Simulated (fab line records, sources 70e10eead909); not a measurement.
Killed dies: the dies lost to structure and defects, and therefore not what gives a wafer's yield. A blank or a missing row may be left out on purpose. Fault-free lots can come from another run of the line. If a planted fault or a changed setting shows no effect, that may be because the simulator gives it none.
fab line records	flow nandHarc
record: lots: 15	wafers: 45	lastDay: 25
route steps=1159 shown P_CONTACT@232
lots that met no fault: from a run of the same line without faults
startH: hours from the record's opening day to when the first of the lot's shown wafers began	waitH: how many hours have passed since the lot's step before this one	" unchanged from the row above	L1.1+2: several wafers, shown together as one row	- either no value or no given start	* or withheld: withheld	< > ~ a bound
route shown NAME@n: NAME is a module with steps in the file, n the number in the route of the first one	usual: mean/standard deviation of fault-free wafers	same: alike in all rows	chamber/n: place in a boat	sites: the reading at each site	_std_site: their standard deviation	_edge_site: outer sites' mean less inner sites'	radiusMm: how far each site lies from the wafer's centre	mask NAME#n: copy n	behind: tool/chamber where the wafer was last shaped	hold: reason for holding the lot/hours on hold/outcome of the hold	device: the n, p or np transistor that did not switch	end of line: the tests these same wafers got at the end of their route	a step given without rows: its recipe and nothing more	killed: not the wafer's yield, but the dies lost to structure and defects at the first sort	map: shows each die of a wafer: x if killed, . if not, _ if none is there
set.NAME: setting as actually run; set.NAME@STEP: the setting as run at that earlier step	model.NAME: the simulator's own value behind a step, which no gauge read
route steps across a sampled set of lots; one table per step, one row per wafer
services: when a tool's chamber went out of use (startH, in hours from the record's first day, below 0 if earlier), for how many hours, and the reason
== steps ==
step: NHARC_P_CONTACT_CD_MEAS_12
recipe: targetCdNm: 90	landingEnergyEv: 500
usual: cdNm: 90.4/0.82
lot.wafer	tool	chamber	startH	waitH	cdNm
L156.3	cdSem-03	0	107.71	-	89.7
L156.4	"	0	"	"	89.6
L156.5	"	0	"	"	89.6
L157.1	cdSem-02	0	118.12	-	89.6
L157.3	"	0	"	"	89.9
L157.6	"	0	"	"	89.3
L158.1	cdSem-02	0	129.99	-	90.8
L158.2	"	0	"	"	89.6
L158.5	"	0	"	"	90.4
L165.2	cdSem-03	0	169.11	-	90.3
L165.4	"	0	"	"	90.1
L165.5	"	0	"	"	90.7
L164.2	cdSem-02	0	169.83	-	89.7
L164.3	"	0	"	"	89.8
L164.6	"	0	"	"	90.3
L168.1	cdSem-03	0	202.86	-	91.0
L168.2	"	0	"	"	90.1
L168.6	"	0	"	"	92.0
L166.2	cdSem-03	0	203.34	-	91.1
L166.4	"	0	"	"	91.3
L166.6	"	0	"	"	90.3
L167.3	cdSem-03	0	205.52	-	89.9
L167.4	"	0	"	"	90.9
L167.5	"	0	"	"	90.9
L169.2	cdSem-03	0	208.65	-	91.5
L169.3	"	0	"	"	90.1
L169.5	"	0	"	"	90.9
L173.2	cdSem-02	0	216.54	-	88.6
L173.3	"	0	"	"	89.4
L173.4	"	0	"	"	90.2
L171.2	cdSem-03	0	222.69	-	89.5
L171.3	"	0	"	"	90.1
L171.4	"	0	"	"	89.9
L174.2	cdSem-02	0	223.40	-	91.2
L174.4	"	0	"	"	89.2
L174.5	"	0	"	"	91.1
L176.1	cdSem-03	0	229.52	-	88.7
L176.2	"	0	"	"	89.6
L176.3	"	0	"	"	88.9
L177.1	cdSem-02	0	235.39	-	91.5
L177.4	"	0	"	"	89.6
L177.5	"	0	"	"	90.3
L178.1	cdSem-03	0	236.49	-	91.5
L178.2	"	0	"	"	91.4
L178.4	"	0	"	"	90.6
step: NHARC_P_CONTACT_ETCH_36
recipe: targetDepthA: 2600	overEtchFrac: 0.25	timeS: 406.25	ionEnergyEv: 200	n2FlowSccm: 150	h2FlowSccm: 150	arFlowSccm: 0	rfW: 400	biasW: 150	chemistry: N2/H2
usual: biasW: 150.0/0.38	chamberPressureMTorr: 29.996/0.026	drypumpMotorCurrentA: 5.8/0.36	oesProductAu: 1.002/0.0085	rfFwdPowerW: 399.2/1.1	rfVppV: 431/3.3	showerheadPlenumPTorr: 2.06/0.11	throttleValvePct: 14.171/0.0089
lot.wafer	tool	chamber	startH	waitH	biasW	chamberPressureMTorr	drypumpMotorCurrentA	oesProductAu	rfFwdPowerW	rfHoursCounterH	rfVppV	showerheadPlenumPTorr	throttleValvePct
L156.4	rieDiel-02	3	-	-	150.0	29.999	6.2	1.006	400.0	14	425	1.90	14.178
L156.3	"	0	"	"	150.0	29.964	5.5	1.004	399.1	10	431	2.07	14.172
L156.5	"	3	"	"	149.9	29.982	6.2	1.008	398.6	-	428	1.90	14.171
L157.3	rieDiel-12	2	-	-	149.2	30.052	5.2	1.014	401.1	29	428	1.91	14.166
L157.1	"	3	"	"	149.8	29.977	6.1	0.995	399.0	31	435	2.15	14.167
L157.6	"	2	"	"	150.5	29.953	5.2	1.017	399.8	-	426	1.91	14.179
L158.2	rieDiel-02	3	-	-	150.1	29.984	6.2	1.000	396.7	19	426	1.90	14.191
L158.1	"	0	"	"	149.6	30.029	5.5	1.010	398.3	15	432	2.07	14.159
L158.5	"	2	"	"	150.3	30.012	5.4	1.009	400.4	-	431	2.01	14.159
L165.4	rieDiel-04	2	-	-	149.3	30.013	5.8	0.991	400.2	5	435	2.20	14.174
L165.2	"	0	"	"	150.4	30.012	5.7	0.993	398.7	4	434	2.19	14.185
L165.5	"	2	"	"	150.5	29.987	5.8	0.995	399.1	-	435	2.20	14.170
L164.3	rieDiel-02	1	-	-	150.6	29.982	6.1	0.992	399.5	2	428	1.92	14.181
L164.2	"	2	"	"	149.8	29.996	5.3	0.986	397.8	2	429	2.01	14.172
L164.6	"	2	"	"	150.6	30.002	5.3	1.004	398.7	-	428	2.01	14.175
L168.2	rieDiel-04	3	-	-	149.8	29.954	6.2	0.997	397.3	6	429	2.01	14.167
L168.1	"	2	"	"	150.0	30.021	5.8	0.981	399.2	7	435	2.20	14.187
L168.6	"	0	"	"	150.1	30.002	5.7	1.004	399.0	-	433	2.19	14.167
L166.4	rieDiel-02	1	-	-	150.5	30.020	6.1	1.010	398.6	5	428	1.92	14.164
L166.2	"	2	"	"	150.9	29.955	5.3	0.996	399.7	4	430	2.01	14.175
L166.6	"	3	"	"	150.7	29.975	6.2	1.007	400.4	-	427	1.89	14.154
L167.4	rieDiel-02	2	-	-	149.7	30.008	5.4	1.003	400.8	5	429	2.01	14.173
L167.3	"	1	"	"	149.7	29.975	6.1	1.001	399.0	5	426	1.92	14.157
L167.5	"	2	"	"	149.8	30.000	5.3	1.000	398.3	-	429	2.01	14.169
L169.2	rieDiel-02	0	-	-	150.1	29.997	5.5	0.991	400.4	5	432	2.07	14.173
L169.3	"	2	"	"	149.8	29.980	5.4	0.994	400.5	5	429	2.01	14.162
L169.5	"	3	"	"	150.2	29.963	6.2	1.000	399.4	-	426	1.89	14.180
L173.3	rieDiel-02	0	-	-	149.3	30.009	5.5	1.009	400.2	6	432	2.07	14.175
L173.2	"	1	"	"	150.2	29.957	6.1	1.007	399.7	6	426	1.92	14.169
L173.4	"	3	"	"	150.4	29.996	6.2	1.000	399.8	6	427	1.89	14.152
L171.2	rieDiel-04	3	-	-	150.0	30.003	6.2	1.024	397.9	7	429	2.01	14.166
L171.3	"	1	"	"	150.3	29.972	5.2	1.003	399.4	9	436	2.17	14.185
L171.4	"	2	"	"	150.0	30.001	5.8	0.994	398.5	9	433	2.20	14.173
L174.4	rieDiel-02	1	-	-	150.2	29.995	6.1	1.013	399.4	7	427	1.92	14.167
L174.2	"	0	"	"	150.1	29.973	5.5	1.008	401.1	6	431	2.07	14.166
L174.5	"	2	"	"	150.1	29.993	5.4	1.009	400.6	-	428	2.01	14.173
L176.2	rieDiel-04	2	-	-	149.9	29.976	5.8	0.992	398.2	9	434	2.20	14.173
L176.3	"	3	"	"	150.0	30.030	6.2	0.998	400.8	8	429	2.01	14.162
L176.1	"	1	"	"	149.5	30.005	5.2	0.999	398.9	9	435	2.17	14.166
L177.1	rieDiel-04	1	-	-	149.9	30.068	5.2	0.997	401.6	10	437	2.17	14.171
L177.4	"	3	"	"	150.1	29.996	6.2	1.011	396.5	9	430	2.01	14.168
L177.5	"	2	"	"	149.9	30.036	5.8	0.982	397.5	-	435	2.20	14.174
L178.4	rieDiel-04	3	-	-	149.9	30.004	6.2	1.012	398.6	9	430	2.01	14.175
L178.1	"	0	"	"	149.7	29.973	5.7	1.001	400.8	9	435	2.19	14.163
L178.2	"	1	"	"	150.1	30.013	5.2	0.993	398.8	10	436	2.17	14.180
step: NHARC_P_CONTACT_ETCH_18
recipe: targetDepthA: 4810	timeS: 240.5	c4f8FlowSccm: 20	o2FlowSccm: 10	arFlowSccm: withheld	rfW: 600	biasW: 1500	chemistry: C4F8/O2/Ar
usual: biasW: 1500/4.2	chamberPressureMTorr: 25.002/0.026	oesProductAu: 0.961/0.018	rfFwdPowerW: 598.3/1.7	rfVppV: 979/7
lot.wafer	tool	chamber	startH	waitH	biasW	chamberPressureMTorr	oesProductAu	rfFwdPowerW	rfHoursCounterH	rfVppV
L156.3	rieDiel-02	2	108.39	-	1492	24.967	0.969	598.4	13	976
L156.4	"	3	"	"	1501	25.023	0.944	600.3	14	969
L156.5	"	1	"	"	1500	24.989	0.986	596.4	-	970
L157.3	rieDiel-12	0	118.88	-	1505	24.992	0.948	596.4	28	975
L157.1	"	1	"	"	1500	24.991	0.944	598.0	28	986
L157.6	"	2	"	"	1503	25.024	0.962	598.6	-	971
L158.1	rieDiel-02	0	130.69	-	1496	25.009	0.934	602.3	15	980
L158.2	"	1	"	"	1498	24.986	0.940	599.1	18	970
L158.5	"	3	"	"	1492	25.011	0.934	599.2	-	968
L165.4	rieDiel-04	3	170.25	-	-	-	-	-	-	-
L165.2	"	1	"	"	-	-	-	-	-	-
L165.5	"	2	"	"	-	-	-	-	-	-
L164.2	rieDiel-02	0	170.50	-	-	-	-	-	-	-
L164.3	"	2	"	"	-	-	-	-	-	-
L164.6	"	0	"	"	-	-	-	-	-	-
L168.2	rieDiel-04	0	203.54	-	1497	24.976	0.948	596.5	6	987
L168.1	"	2	"	"	1500	25.007	0.953	599.6	7	988
L168.6	"	0	"	"	1502	24.964	0.951	597.0	-	985
L166.4	rieDiel-02	1	204.05	-	-	-	-	-	-	-
L166.2	"	2	"	"	-	-	-	-	-	-
L166.6	"	3	"	"	-	-	-	-	-	-
L167.4	rieDiel-02	1	206.19	-	1508	25.019	0.951	595.2	6	970
L167.3	"	2	"	"	1501	25.044	0.953	599.7	5	976
L167.5	"	2	"	"	1496	24.986	0.959	602.7	-	977
L169.2	rieDiel-02	2	209.81	-	1493	25.004	0.932	598.0	5	976
L169.3	"	3	"	"	1497	24.995	0.925	597.9	5	969
L169.5	"	1	"	"	1489	25.051	0.911	597.8	-	971
L173.2	rieDiel-02	0	217.20	-	1502	24.982	0.969	599.2	6	979
L173.4	"	1	"	"	1504	24.996	0.975	596.3	7	971
L173.3	"	3	"	"	1493	25.007	0.962	596.8	6	969
L171.4	rieDiel-04	1	223.37	-	1500	25.026	0.933	599.8	9	985
L171.3	"	2	"	"	1500	25.004	0.935	597.6	9	986
L171.2	"	3	"	"	1504	24.993	0.956	600.0	7	976
L174.2	rieDiel-02	0	224.10	-	1505	25.003	0.981	598.2	6	980
L174.4	"	1	"	"	1496	24.970	0.965	599.8	7	971
L174.5	"	3	"	"	1504	25.005	0.986	599.3	-	969
L176.2	rieDiel-04	1	230.22	-	1501	25.076	0.963	597.6	9	988
L176.3	"	2	"	"	1498	25.004	0.967	597.5	9	988
L176.1	"	3	"	"	1499	24.990	0.987	599.1	8	976
L177.4	rieDiel-04	1	236.08	-	1498	24.974	0.978	598.6	10	987
L177.1	"	2	"	"	1490	25.007	0.956	598.2	10	989
L177.5	"	0	"	"	1498	24.974	0.992	600.0	-	987
L178.2	rieDiel-04	3	237.19	-	1495	25.030	0.965	597.4	9	977
L178.4	"	1	"	"	1499	24.999	0.982	594.7	11	986
L178.1	"	2	"	"	1496	25.006	0.969	597.5	11	988
step: NHARC_P_CONTACT_CVD_23
recipe: targetThkA: 2000	tempC: 300	pressureTorr: 40	wf6FlowSccm: 40	h2FlowSccm: 1600	arFlowSccm: 1560	timeS: 557	material: W
usual: heaterPowerW: 439/62	throttleValvePct: 7.84/0.24
lot.wafer	tool	chamber	startH	waitH	heaterPowerW	throttleValvePct
L156.4	cvdW-02	1	-	-	424	7.70
L156.3	"	0	"	"	528	7.52
L156.5	"	0	"	"	520	7.68
L157.1	cvdW-01	1	-	-	326	7.99
L157.3	"	0	"	"	466	7.84
L157.6	"	1	"	"	338	8.17
L158.2	cvdW-01	0	-	-	481	7.68
L158.1	"	1	"	"	340	7.87
L158.5	"	1	"	"	340	8.13
L165.2	cvdW-02	0	-	-	524	7.64
L165.4	"	1	"	"	416	7.81
L165.5	"	0	"	"	516	7.82
L164.2	cvdW-01	1	-	-	333	8.05
L164.3	"	0	"	"	466	7.93
L164.6	"	0	"	"	470	7.99
L168.1	cvdW-01	0	-	-	466	7.87
L168.2	"	1	"	"	330	8.08
L168.6	"	0	"	"	471	7.98
L166.2	cvdW-01	1	-	-	333	8.13
L166.4	"	0	"	"	481	7.89
L166.6	"	0	"	"	478	7.97
L167.3	cvdW-02	1	-	-	424	7.88
L167.4	"	0	"	"	493	7.46
L167.5	"	1	"	"	436	7.71
L169.2	cvdW-01	0	-	-	472	7.72
L169.3	"	1	"	"	334	8.30
L169.5	"	1	"	"	341	8.02
L173.2	cvdW-02	1	-	-	419	7.59
L173.3	"	0	"	"	500	7.45
L173.4	"	1	"	"	436	7.86
L171.2	cvdW-02	0	-	-	484	7.62
L171.4	"	1	"	"	433	7.96
L171.3	"	0	"	"	498	7.51
L174.2	cvdW-02	1	-	-	427	7.94
L174.4	"	1	"	"	421	7.64
L174.5	"	0	"	"	481	7.71
L176.1	cvdW-01	1	-	-	334	8.14
L176.2	"	0	"	"	482	7.82
L176.3	"	0	"	"	484	7.93
L177.1	cvdW-01	1	-	-	341	7.96
L177.4	"	0	"	"	472	8.01
L177.5	"	1	"	"	325	8.27
L178.1	cvdW-02	0	-	-	498	7.63
L178.2	"	1	"	"	419	7.88
L178.4	"	0	"	"	495	7.32
== services ==
tool	chamber	startH	hours	kind
rieDiel-02	0	86.94	19.0	repair
rieDiel-04	0	93.35	1.9	repair
rieDiel-04	0	99.74	1.4	repair
rieDiel-04	-	101.98	0.5	repair
rieDiel-02	1	105.20	-	clean
rieDiel-02	2	105.20	-	clean
rieDiel-02	3	105.20	-	clean
rieDiel-04	-	111.90	9.0	pm
cvdW-01	-	113.15	13.0	pm
rieDiel-04	0	124.55	4.5	repair
rieDiel-02	0	129.70	-	clean
rieDiel-02	1	129.70	-	clean
rieDiel-02	2	129.70	-	clean
rieDiel-02	-	150.47	0.9	repair
rieDiel-02	2	179.41	4.0	repair
rieDiel-04	-	183.67	0.3	repair
cvdW-01	1	186.02	10.6	repair
rieDiel-04	3	186.82	8.7	repair
rieDiel-12	2	195.68	5.4	repair
cvdW-02	-	201.93	13.0	pm
rieDiel-12	-	203.27	9.0	pm
cvdW-01	-	209.61	0.3	repair
rieDiel-04	-	214.41	0.8	repair
rieDiel-02	0	230.45	4.5	repair
== key ==
firstSign: step: NHARC_P_CONTACT_ETCH_18	reading: toolRecord	direction: missing
effect none on later readings
metAt NHARC_P_CONTACT_ETCH_18
struckLots L164,L165,L166
laterRowsLeftOut L164.2,L164.3,L164.6,L165.2,L165.4,L165.5,L166.2,L166.4,L166.6
sortLeftOut L164.2,L164.3,L164.6,L165.2,L165.4,L165.5,L166.2,L166.4,L166.6
testerLeftOut L164,L165,L166
notActingAt NHARC_P_CONTACT_CD_MEAS_12,NHARC_P_CONTACT_ETCH_36,NHARC_P_CONTACT_CVD_23
onsetBetween 130.69 170.25
fault: kind: skippedStepWhole	tool: rieDiel-02,rieDiel-04	chamber: -	onsetH: 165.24	steps: NHARC_P_CONTACT_ETCH_18	scope: struckLotsOnly
testerLeftOut: of these lots the tester's yield and bins aren't shown, on N5 and GAA mostly nor the transistor test; their killed dies are dies lost to structure and defects alone, not to doping, threshold or leakage, so they don't give the yield
sortLeftOut: the simulated sort isn't trusted on such a fault, so these wafers' sort isn't shown, and their yield isn't known
laterRowsLeftOut: the simulator's readings of these wafers behind a module that went badly wrong aren't trusted and aren't shown, but for the sort
